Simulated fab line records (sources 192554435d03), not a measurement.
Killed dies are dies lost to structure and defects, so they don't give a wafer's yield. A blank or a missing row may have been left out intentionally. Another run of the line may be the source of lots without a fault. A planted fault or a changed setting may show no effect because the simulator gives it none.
fab line records	flow n5-finfet
[record] lots = 10	wafers = 29	last-day = 18
route steps=1938 shown BEOL_M3@1014 BEOL_M4@1031 PASSIVATION@1936
lots that met no fault: taken from a fault-free run of the same line
start-h: hours from the record's opening day to when the first of the lot's shown wafers began	wait-h: hours elapsed since this lot's preceding step	" unchanged from the row above	L1.1+2: one row covering several wafers at once	- value missing, or start not given	* or withheld: withheld	< > ~ a bound
route shown NAME@n: NAME is a module with steps in the file, n the number in the route of the first one	usual: the fault-free wafers' mean and standard deviation	same: alike in all rows	chamber/n: place in a boat	sites: readings site by site	_std_site: standard deviation of those values	_edge_site: inner sites' mean taken away from outer sites' mean	radius-mm: for every site, how far away it sits from the centre of the wafer	mask NAME#n: copy n	behind: the last tool/chamber to shape the wafer	hold: the reason the lot was held/the length of the hold in hours/how it ended	device: names the non-switching transistor (n, p or np)	end of line: tests run on the same wafers once the route is complete	a step given without rows: its recipe and nothing more	killed: dies that structure and defects cost at the first sort, which is not the same as the wafer's yield	map: dies across one wafer; x = killed, . = not, _ = none there
set.NAME: the run value of the setting; set.NAME@STEP: its run value at that earlier step	model.NAME: the simulator's own value behind a step, which no gauge read
the route's steps for a sample of lots (tables are steps, rows are wafers)
services: when a tool's chamber went out of use (start-h, in hours from the record's first day, below 0 if earlier), for how many hours, and the reason
[[steps]]
[step N5_BEOL_M3_THK_MEAS_53]
[recipe] thk-meas-gauge = xrf	reads = Cu_of_BEOL_M3_ECD_50
[usual] M3_THK = 40.0/1.9
lot.wafer	tool	chamber	start-h	wait-h	M3_THK[nm]
L351.1	film-metro-01	-	179.62	-	38.3
L351.3	"	-	"	"	39.4
L351.6	"	-	"	"	40.3
L352.3	film-metro-01	-	187.42	-	40.1
L352.4	"	-	"	"	41.0
L352.5	"	-	"	"	38.7
L348.1	film-metro-02	-	193.72	-	39.1
L348.5	"	-	"	"	39.1
L348.6	"	-	"	"	39.6
L354.1	film-metro-01	-	201.36	-	37.6
L354.3	"	-	"	"	37.9
L354.6	"	-	"	"	38.6
L356.1	film-metro-01	-	207.63	-	40.4
L356.2	"	-	"	"	39.5
L356.4	"	-	"	"	42.1
L362.3	film-metro-01	-	261.61	-	40.7
L362.5	"	-	"	"	38.7
L363.2	film-metro-02	-	267.11	-	38.8
L363.3	"	-	"	"	38.3
L363.4	"	-	"	"	42.3
L361.1	film-metro-02	-	270.94	-	38.4
L361.3	"	-	"	"	38.6
L361.6	"	-	"	"	40.2
L367.1	film-metro-01	-	291.39	-	41.7
L367.2	"	-	"	"	38.9
L367.4	"	-	"	"	41.2
L370.2	film-metro-01	-	310.35	-	39.6
L370.3	"	-	"	"	39.0
L370.4	"	-	"	"	42.5
[step N5_BEOL_M3_CO_CAP_55]
[recipe] material = Co	target-thk-a = 20	temp-c = 200	precursor = CCTBA/H2	pressure-torr = 30	time-s = 102.1
[usual] heater-power-w = 247/23
lot.wafer	tool	chamber	start-h	wait-h	heater-power-w
L351.1	cvd-co-02	1	179.70	0.0	272
L351.3	"	0	"	"	245
L351.6	"	0	"	"	254
L352.3	cvd-co-01	1	187.50	0.0	265
L352.4	"	2	"	"	247
L352.5	"	0	"	"	240
L348.1	cvd-co-02	1	193.85	0.0	265
L348.5	"	0	"	"	253
L348.6	"	2	"	"	201
L354.1	cvd-co-01	2	201.43	0.0	244
L354.3	"	1	"	"	269
L354.6	"	0	"	"	249
L356.1	cvd-co-01	1	207.76	0.0	270
L356.2	"	2	"	"	247
L356.4	"	1	"	"	265
L362.3	cvd-co-01	1	261.68	0.0	276
L362.5	"	0	"	"	247
L363.2	cvd-co-02	2	267.19	0.0	203
L363.3	"	0	"	"	252
L363.4	"	2	"	"	203
L361.1	cvd-co-02	2	271.02	0.0	207
L361.3	"	0	"	"	256
L361.6	"	2	"	"	201
L367.1	cvd-co-02	1	291.47	0.0	268
L367.2	"	0	"	"	251
L367.4	"	2	"	"	203
L370.2	cvd-co-01	0	310.43	0.0	247
L370.3	"	2	"	"	251
L370.4	"	1	"	"	269
[step N5_BEOL_M3_RS_MEAS_58]
[recipe] thk-meas-gauge = four-point-probe	reads = Co_of_BEOL_M3_CO_CAP_55+Cu_of_BEOL_M3_ECD_50+Co_of_BEOL_M3_CVD_47+TaN_of_BEOL_M3_ALD_84
[usual] M3_RS = 0.67/0.038
lot.wafer	tool	chamber	start-h	wait-h	M3_RS[ohm/sq]
L351.1	film-metro-02	-	179.89	0.0	0.70
L351.3	"	-	"	"	0.67
L351.6	"	-	"	"	0.66
L352.3	film-metro-02	-	187.70	0.1	0.67
L352.4	"	-	"	"	0.65
L352.5	"	-	"	"	0.70
L348.1	film-metro-02	-	194.03	0.0	0.69
L348.5	"	-	"	"	0.68
L348.6	"	-	"	"	0.68
L354.1	film-metro-01	-	201.62	0.0	0.71
L354.3	"	-	"	"	0.71
L354.6	"	-	"	"	0.69
L356.1	film-metro-01	-	207.95	0.0	0.65
L356.2	"	-	"	"	0.67
L356.4	"	-	"	"	0.62
L362.3	film-metro-02	-	261.87	0.1	0.65
L362.5	"	-	"	"	0.70
L363.2	film-metro-02	-	267.37	0.1	0.71
L363.3	"	-	"	"	0.72
L363.4	"	-	"	"	0.63
L361.1	film-metro-01	-	271.20	0.0	0.70
L361.3	"	-	"	"	0.70
L361.6	"	-	"	"	0.67
L367.1	film-metro-01	-	291.68	0.1	0.63
L367.2	"	-	"	"	0.69
L367.4	"	-	"	"	0.63
L370.2	film-metro-02	-	310.61	0.1	0.67
L370.3	"	-	"	"	0.68
L370.4	"	-	"	"	0.61
[step N5_BEOL_M4_EXPOSE_08]
[recipe] mask-id = M4	na = 0.33	source-shape = dipole	sigma-inner = 0.369	sigma-outer = 0.767	polarization = unpolarized	dose-mj = 41.25
[usual] exposure-dose-mJ-cm2 = 41.5/0.3	reticle-temp-C = 22.98/0.098
[same] dipole-opening-deg = 79.7
lot.wafer	tool	chamber	start-h	wait-h	mask	exposure-dose-mJ-cm2	reticle-temp-C
L351.1	euv-scanner-01	0	181.08	-	M4#0	41.2	23.18
L351.3	"	0	"	"	M4#0	41.2	23.05
L351.6	"	0	"	"	M4#0	41.2	23.02
L352.3	euv-scanner-02	0	189.89	-	M4#0	41.8	22.85
L352.4	"	0	"	"	M4#0	41.8	23.03
L352.5	"	0	"	"	M4#0	41.9	23.08
L348.1	euv-scanner-01	0	196.77	-	M4#0	41.2	22.81
L348.5	"	0	"	"	M4#0	41.2	22.99
L348.6	"	0	"	"	M4#0	41.2	23.06
L354.1	euv-scanner-02	0	203.07	-	M4#0	41.7	22.96
L354.3	"	0	"	"	M4#0	41.8	23.01
L354.6	"	0	"	"	M4#0	41.8	23.04
L356.1	euv-scanner-01	0	210.94	-	M4#0	41.1	22.79
L356.2	"	0	"	"	M4#0	41.2	23.04
L356.4	"	0	"	"	M4#0	41.2	22.97
L362.3	euv-scanner-01	0	263.23	-	M4#0	41.2	22.93
L362.5	"	0	"	"	M4#0	41.2	23.10
L363.2	euv-scanner-01	0	268.69	-	M4#0	41.3	23.08
L363.3	"	0	"	"	M4#0	41.3	22.92
L363.4	"	0	"	"	M4#0	41.2	22.83
L361.1	euv-scanner-02	0	271.86	-	M4#0	41.8	22.89
L361.3	"	0	"	"	M4#0	41.8	22.83
L361.6	"	0	"	"	M4#0	41.8	22.96
L367.1	euv-scanner-02	0	295.68	-	M4#0	41.8	22.96
L367.2	"	0	"	"	M4#0	41.8	23.12
L367.4	"	0	"	"	M4#0	41.8	23.09
L370.2	euv-scanner-02	0	311.31	-	M4#0	41.9	22.99
L370.3	"	0	"	"	M4#0	41.9	22.99
L370.4	"	0	"	"	M4#0	41.8	22.96
[step N5_BEOL_M4_OVL_MEAS_12]
[recipe] points-per-wafer = 522
[usual] M4_OVL = 0.0/0.59
lot.wafer	tool	chamber	start-h	wait-h	M4_OVL[nm]
L351.1	overlay-02	0	181.24	0.0	-0.7
L351.3	"	0	"	"	0.0
L351.6	"	0	"	"	-0.9
L352.3	overlay-01	0	190.05	0.0	-0.2
L352.4	"	0	"	"	0.1
L352.5	"	0	"	"	-0.1
L348.1	overlay-01	0	196.93	0.0	0.1
L348.5	"	0	"	"	1.2
L348.6	"	0	"	"	0.0
L354.1	overlay-02	0	203.23	0.0	-0.4
L354.3	"	0	"	"	-0.2
L354.6	"	0	"	"	0.1
L356.1	overlay-02	0	211.10	0.0	0.0
L356.2	"	0	"	"	-0.4
L356.4	"	0	"	"	-0.3
L362.3	overlay-01	0	263.39	0.0	14.6
L362.5	"	0	"	"	14.5
L363.2	overlay-01	0	268.85	0.0	14.6
L363.3	"	0	"	"	15.1
L363.4	"	0	"	"	14.8
L361.1	overlay-02	0	272.02	0.0	-0.1
L361.3	"	0	"	"	-0.7
L361.6	"	0	"	"	0.0
L367.1	overlay-02	0	295.84	0.0	0.1
L367.2	"	0	"	"	-0.1
L367.4	"	0	"	"	-0.3
L370.2	overlay-02	0	311.47	0.0	-0.1
L370.3	"	0	"	"	0.2
L370.4	"	0	"	"	0.1
[step N5_BEOL_M4_RC_MEAS_101]
[usual] DIBL_N = 37.1/1.8	DIBL_P = 37.2/2.1	IOFF_N = 0.17/0.033	IOFF_P = 0.22/0.037	ION_N = 680/11	ION_P = 464/7.7	SS_N = 71.7/0.63	SS_P = 73.6/0.67	VT_N = 248.9/2.9	VT_P = -251/3.6
lot.wafer	tool	chamber	start-h	wait-h	DIBL_N[mV/V]	DIBL_P[mV/V]	IOFF_N[nA/um]	IOFF_P[nA/um]	ION_N[uA/um]	ION_P[uA/um]	SS_N[mV/dec]	SS_P[mV/dec]	VT_N[mV]	VT_P[mV]
L351.1	prober-02	0	190.94	0.0	38.7	40.6	0.22	0.26	701	473	72.0	74.6	242.9	-248
L351.3	"	0	"	"	35.8	36.7	0.14	0.18	676	455	71.4	73.2	251.4	-256
L351.6	"	0	"	"	34.1	33.8	0.12	0.15	667	454	71.0	72.5	251.3	-256
L352.3	prober-02	0	202.24	0.3	36.0	36.5	0.17	0.24	691	468	71.0	73.2	248.1	-247
L352.4	"	0	"	"	37.9	39.2	0.21	0.29	684	471	71.7	74.4	245.2	-246
L352.5	"	0	"	"	35.0	35.4	0.15	0.21	684	469	70.8	73.2	249.1	-249
L354.1	prober-02	0	211.27	0.0	36.6	35.3	0.14	0.16	663	449	72.0	72.9	253.8	-254
L354.3	"	0	"	"	37.9	38.5	0.18	0.22	684	464	72.4	74.1	248.7	-253
L354.6	"	0	"	"	38.8	38.1	0.19	0.21	681	463	71.7	74.2	249.6	-253
L348.1	prober-02	0	213.05	0.0	37.9	37.9	0.17	0.20	671	454	72.0	73.3	250.8	-250
L348.5	"	0	"	"	38.6	38.6	0.19	0.22	677	459	72.0	73.4	247.7	-249
L348.6	"	0	"	"	38.9	40.7	0.21	0.26	713	480	71.7	73.4	244.9	-249
L356.1	prober-01	0	219.82	0.0	37.7	37.9	0.15	0.19	665	458	71.3	74.0	251.8	-255
L356.2	"	0	"	"	37.6	37.6	0.16	0.18	673	454	71.9	72.9	252.4	-257
L356.4	"	0	"	"	34.5	35.4	0.11	0.15	655	452	70.6	73.1	255.9	-258
L362.3	prober-02	0	274.96	0.3	37.6	37.0	0.15	0.17	673	459	71.1	72.8	250.8	-256
L362.5	"	0	"	"	37.3	37.4	0.16	0.17	676	453	71.5	72.9	248.5	-256
L363.2	prober-02	0	281.90	0.2	38.3	39.1	0.20	0.21	682	458	72.4	73.3	247.9	-251
L363.3	"	0	"	"	40.4	40.5	0.23	0.25	686	463	72.7	74.5	246.6	-248
L363.4	"	0	"	"	36.9	39.4	0.18	0.22	683	467	71.5	73.8	246.6	-250
L361.1	prober-02	0	283.62	0.0	38.4	37.8	0.18	0.22	676	461	70.8	73.7	247.8	-251
L361.3	"	0	"	"	40.1	40.3	0.21	0.27	688	474	71.5	74.3	247.0	-247
L361.6	"	0	"	"	35.5	35.3	0.12	0.19	671	467	70.7	73.8	252.9	-252
L367.1	prober-02	0	307.10	0.0	37.3	37.1	0.17	0.22	703	478	72.3	73.7	246.6	-249
L367.2	"	0	"	"	38.2	37.8	0.20	0.24	677	462	71.6	74.4	245.7	-250
L367.4	"	0	"	"	41.6	41.5	0.29	0.31	701	477	72.4	75.2	241.5	-244
L370.2	prober-02	0	322.86	0.2	39.5	39.0	0.18	0.24	664	463	71.9	73.9	249.3	-248
L370.3	"	0	"	"	40.7	38.9	0.21	0.24	678	461	73.2	74.5	247.9	-247
L370.4	"	0	"	"	37.4	35.8	0.16	0.20	680	461	71.3	73.8	250.8	-250
[step N5_PASSIVATION_PROBE_49]
[usual] defect-limited-yield = 91.7/1.5	killed_at_M0_to_M3 = 32/10	killed_at_M4_up = 14/5.3	killed-at-contacts = 13/5.7	killed-at-front-end = 37/10	killed-at-other = 3.3/2.5	killed-dies = 98/18	killed-on-rim = 13/3.6	killed-open = 65/13	killed-short = 31/7.5	sort_bin_4_leakage = 0.00/0.0099	sort_bin_5_function = 4.9/0.91	sort_bin_6_memory = 3.1/0.71	sort_bin_8_speed = 0.00/0.017	sort-n-pass = 1082/18	sort-yield-pct = 91.7/1.5
[same] gross-dies = 1180	killed-at-back-side = 0
lot.wafer	tool	chamber	start-h	wait-h	defect-limited-yield[%]	killed_at_M0_to_M3	killed_at_M4_up	killed-at-contacts	killed-at-front-end	killed-at-other	killed-dies	killed-on-rim	killed-open	killed-short	sort_bin_4_leakage[%]	sort_bin_5_function[%]	sort_bin_6_memory[%]	sort_bin_8_speed[%]	sort-n-pass	sort-yield-pct[%]
L352.3	prober-01	-	322.60	0.1	92.6	33	10	6	36	2	87	8	59	28	0	4.2	3.0	0	1093	92.6
L352.4	prober-01	-	322.65	0.2	92.0	28	17	16	32	1	94	13	69	22	0	4.3	3.5	0	1086	92.0
L352.5	prober-01	-	322.70	0.2	90.8	43	9	13	44	0	109	14	81	27	0	5.3	4.0	0	1071	90.8
L354.1	prober-02	-	327.90	0.0	91.0	21	17	20	45	3	106	17	70	35	0	5.5	3.1	0	1074	91.0
L354.3	prober-02	-	328.00	0.1	91.4	20	24	10	43	5	102	14	70	28	0	3.9	4.3	0	1078	91.4
L354.6	prober-02	-	328.15	0.3	92.3	20	14	18	36	3	91	15	58	31	0	4.4	3.1	0	1089	92.3
L356.1	prober-01	-	332.95	0.0	92.3	32	10	10	39	0	91	14	60	30	0	4.8	2.5	0	1089	92.3
L356.4	prober-01	-	333.10	0.2	93.0	27	9	6	39	2	83	10	43	39	0	3.5	3.3	0	1097	93.0
L361.1	prober-02	-	377.27	0.0	91.4	36	12	12	36	6	102	12	70	32	0	5.0	3.6	0	1078	91.4
L361.3	prober-02	-	377.37	0.1	89.3	51	12	23	39	1	126	17	82	44	0	5.8	4.3	0	1054	89.3
L361.6	prober-02	-	377.52	0.3	91.4	48	9	8	34	3	102	12	65	37	0	5.7	2.9	0	1078	91.4
L362.3	prober-01	-	382.40	0.1	0	23	1107	14	32	4	1180	152	60	26	0	50.8	2.5	0.08	0	0
L362.5	prober-01	-	382.50	0.2	0	27	1122	10	18	3	1180	152	56	24	0	50.8	2.5	0	0	0
L363.2	prober-01	-	386.60	0.1	0	47	1091	6	34	2	1180	152	63	40	0	49.2	4.3	0	0	0
L363.3	prober-01	-	386.65	0.1	0	45	1089	9	32	5	1180	152	64	36	0	52.0	2.5	0	0	0
L363.4	prober-01	-	386.70	0.2	0	23	1129	4	22	2	1180	152	40	20	0	48.8	2.4	0	0	0
L370.2	prober-02	-	434.63	0.1	91.0	29	12	16	47	2	106	15	69	36	0	5.6	3.1	0	1074	91.0
L370.3	prober-02	-	434.68	0.1	92.2	24	13	12	33	10	92	18	54	37	0	5.0	2.4	0	1088	92.2
L370.4	prober-02	-	434.73	0.2	89.2	41	16	23	47	1	128	18	82	46	0	6.2	4.4	0	1052	89.2
// killed by level:class
L352.3 BEOL_M2:geometric-particle:open=12 FIN_SAQP:geometric-particle:open=8 FIN_SAQP:geometric-particle:short=6 MOL_CONTACT_COAG:geometric-particle:open=6 BEOL_M1:geometric-particle:open=6 BEOL_M0_SAQP:geometric-particle:short=5 BEOL_M4:geometric-particle:open=5 DUMMY_GATE:geometric-particle:open=4
L352.4 MOL_CONTACT_COAG:geometric-particle:open=11 BEOL_M2:geometric-particle:open=10 BEOL_M4:geometric-particle:open=9 STI_FIN_REVEAL:geometric-particle:open=8 FIN_SAQP:geometric-particle:open=7 MOL_CONTACT_COAG:geometric-particle:short=5 BEOL_M0_SAQP:geometric-particle:open=5 BEOL_M1:geometric-particle:short=4
L352.5 FIN_SAQP:geometric-particle:open=17 BEOL_M1:geometric-particle:open=14 BEOL_M2:geometric-particle:open=11 MOL_CONTACT_COAG:geometric-particle:open=10 FIN_SAQP:geometric-particle:short=7 GATE_CUT:geometric-particle:open=6 BEOL_M2:geometric-particle:short=5 BEOL_M4:geometric-particle:open=5
L354.1 MOL_CONTACT_COAG:geometric-particle:open=14 GATE_CUT:geometric-particle:short=11 DUMMY_GATE:geometric-particle:open=11 FIN_SAQP:geometric-particle:open=7 MOL_CONTACT_COAG:geometric-particle:short=6 BEOL_M4:geometric-particle:open=6 BEOL_M2:geometric-particle:open=5 BEOL_M0_SAQP:geometric-particle:open=4
L354.3 BEOL_M4:geometric-particle:open=16 DUMMY_GATE:geometric-particle:open=10 MOL_CONTACT_COAG:geometric-particle:open=8 BEOL_M2:geometric-particle:open=8 FIN_SAQP:geometric-particle:short=6 BEOL_M0_SAQP:geometric-particle:open=6 GATE_CUT:geometric-particle:short=5 FIN_SAQP:geometric-particle:open=4
L354.6 MOL_CONTACT_COAG:geometric-particle:open=17 BEOL_M4:geometric-particle:open=8 FIN_SAQP:geometric-particle:short=7 GATE_CUT:geometric-particle:short=7 BEOL_M2:geometric-particle:open=7 BEOL_M0_SAQP:geometric-particle:open=5 STI_FIN_REVEAL:geometric-particle:open=5 FIN_SAQP:geometric-particle:open=4
L356.1 FIN_SAQP:geometric-particle:short=13 BEOL_M3:geometric-particle:open=9 STI_FIN_REVEAL:geometric-particle:open=8 MOL_CONTACT_COAG:geometric-particle:open=8 BEOL_M1:geometric-particle:open=7 FIN_SAQP:geometric-particle:open=5 BEOL_M0_SAQP:geometric-particle:open=4 BEOL_M0_SAQP:geometric-particle:short=4
L356.4 FIN_SAQP:geometric-particle:short=10 STI_FIN_REVEAL:geometric-particle:open=9 MOL_CONTACT_COAG:geometric-particle:open=6 BEOL_M0_SAQP:geometric-particle:short=6 GATE_CUT:geometric-particle:short=4 STARTING-WAFER:geometric-particle:short=4 FIN_SAQP:geometric-particle:open=3 BEOL_M0_SAQP:geometric-particle:open=3
L361.1 FIN_SAQP:geometric-particle:short=11 MOL_CONTACT_COAG:geometric-particle:open=10 BEOL_M2:geometric-particle:open=8 FIN_SAQP:geometric-particle:open=7 BEOL_M3:geometric-particle:open=7 BEOL_M0_SAQP:geometric-particle:short=7 BEOL_M0_SAQP:geometric-particle:open=6 STI_FIN_REVEAL:geometric-particle:open=4
L361.3 MOL_CONTACT_COAG:geometric-particle:open=20 BEOL_M0_SAQP:geometric-particle:open=15 BEOL_M0_SAQP:geometric-particle:short=15 FIN_SAQP:geometric-particle:short=10 FIN_SAQP:geometric-particle:open=9 BEOL_M2:geometric-particle:open=8 ILD0:geometric-particle:open=5 BEOL_M1:geometric-particle:open=5
L361.6 BEOL_M2:geometric-particle:open=13 FIN_SAQP:geometric-particle:open=12 BEOL_M0_SAQP:geometric-particle:short=9 FIN_SAQP:geometric-particle:short=7 BEOL_M3:geometric-particle:open=7 MOL_CONTACT_COAG:geometric-particle:open=6 BEOL_M1:geometric-particle:open=6 BEOL_M0_SAQP:geometric-particle:open=5
L362.3 BEOL_M4:overlay=1091 MOL_CONTACT_COAG:geometric-particle:open=10 FIN_SAQP:geometric-particle:open=8 STI_FIN_REVEAL:geometric-particle:open=7 GATE_CUT:geometric-particle:short=7 BEOL_M2:geometric-particle:open=7 BEOL_M0_SAQP:geometric-particle:open=5 MOL_CONTACT_COAG:geometric-particle:short=4
L362.5 BEOL_M4:overlay=1096 BEOL_M4:geometric-particle:open=12 BEOL_M1:geometric-particle:open=9 MOL_CONTACT_COAG:geometric-particle:open=7 FIN_SAQP:geometric-particle:open=6 BEOL_M7:geometric-particle:open=6 MOL_CONTACT_COAG:geometric-particle:short=3 BEOL_M0_SAQP:geometric-particle:short=3
L363.2 BEOL_M4:overlay=1073 BEOL_M0_SAQP:geometric-particle:short=16 BEOL_M0_SAQP:geometric-particle:open=11 BEOL_M1:geometric-particle:open=6 BEOL_M3:geometric-particle:open=6 BEOL_M8:geometric-particle:open=6 FIN_SAQP:geometric-particle:open=5 MOL_CONTACT_COAG:geometric-particle:open=5
L363.3 BEOL_M4:overlay=1075 BEOL_M2:geometric-particle:open=12 BEOL_M0_SAQP:geometric-particle:short=8 MOL_CONTACT_COAG:geometric-particle:open=8 FIN_SAQP:geometric-particle:short=7 DUMMY_GATE:geometric-particle:open=6 BEOL_M0_SAQP:geometric-particle:open=6 BEOL_M1:geometric-particle:open=5
L363.4 BEOL_M4:overlay=1116 FIN_SAQP:geometric-particle:open=5 BEOL_M0_SAQP:geometric-particle:open=5 FIN_SAQP:geometric-particle:short=4 MOL_CONTACT_COAG:geometric-particle:open=4 BEOL_M0_SAQP:geometric-particle:short=4 BEOL_M1:geometric-particle:open=3 BEOL_M2:geometric-particle:open=3
L370.2 FIN_SAQP:geometric-particle:open=14 MOL_CONTACT_COAG:geometric-particle:open=12 BEOL_M0_SAQP:geometric-particle:open=11 BEOL_M0_SAQP:geometric-particle:short=10 STI_FIN_REVEAL:geometric-particle:open=8 GATE_CUT:geometric-particle:short=8 FIN_SAQP:geometric-particle:short=6 MOL_CONTACT_COAG:geometric-particle:short=4
L370.3 FIN_SAQP:geometric-particle:open=12 BEOL_M0_SAQP:geometric-particle:short=8 BEOL_M0_SAQP:geometric-particle:open=8 MOL_CONTACT_COAG:geometric-particle:open=7 FIN_SAQP:geometric-particle:short=5 MOL_CONTACT_COAG:geometric-particle:short=5 GATE_CUT:geometric-particle:short=4 BEOL_M4:geometric-particle:short=4
L370.4 MOL_CONTACT_COAG:geometric-particle:open=19 BEOL_M0_SAQP:geometric-particle:short=19 FIN_SAQP:geometric-particle:open=16 BEOL_M0_SAQP:geometric-particle:open=12 GATE_CUT:geometric-particle:short=7 BEOL_M5:geometric-particle:open=6 STI_FIN_REVEAL:geometric-particle:open=5 BEOL_M3:geometric-particle:open=5
[[services]]
tool	chamber	start-h	hours	kind
euv-scanner-01	0	171.66	-	calibration
euv-scanner-01	-	184.66	5.8	pm
cvd-co-02	-	185.55	0.8	repair
cvd-co-01	0	196.13	2.6	repair
cvd-co-01	-	197.12	0.5	repair
euv-scanner-02	0	197.59	-	calibration
cvd-co-02	-	198.07	14.6	pm
euv-scanner-02	-	199.89	0.5	repair
euv-scanner-02	-	203.48	1.0	pm
euv-scanner-02	-	226.00	27.4	repair
euv-scanner-01	-	247.85	1.0	pm
euv-scanner-01	-	253.37	4.6	pm
euv-scanner-02	-	257.97	4.6	pm
euv-scanner-01	-	267.97	-	calibration
euv-scanner-01	-	289.97	1.0	pm
[[key]]
[first-sign] step = N5_BEOL_M4_OVL_MEAS_12	reading = M4_OVL	direction = up	sigmas = 25	usual = 0.0	struck = 14.7
[effect] step = N5_PASSIVATION_PROBE_49	reading = killed_at_M4_up	direction = up	sigmas = 99+	usual = 14	struck = 1108
[more-kills-born-at] N5_BEOL_M4_EXPOSE_08@euv-scanner-01 = 5451
met-at N5_BEOL_M4_EXPOSE_08
struck-lots L362,L363
not-acting-at N5_BEOL_M3_THK_MEAS_53,N5_BEOL_M3_CO_CAP_55,N5_BEOL_M3_RS_MEAS_58
onset-between 210.94 263.23
[fault] kind = scanner-matching-overlay	tool = euv-scanner-01	chamber = -	onset-h = 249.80	steps = N5_BEOL_M4_EXPOSE_08	offset = 14.39
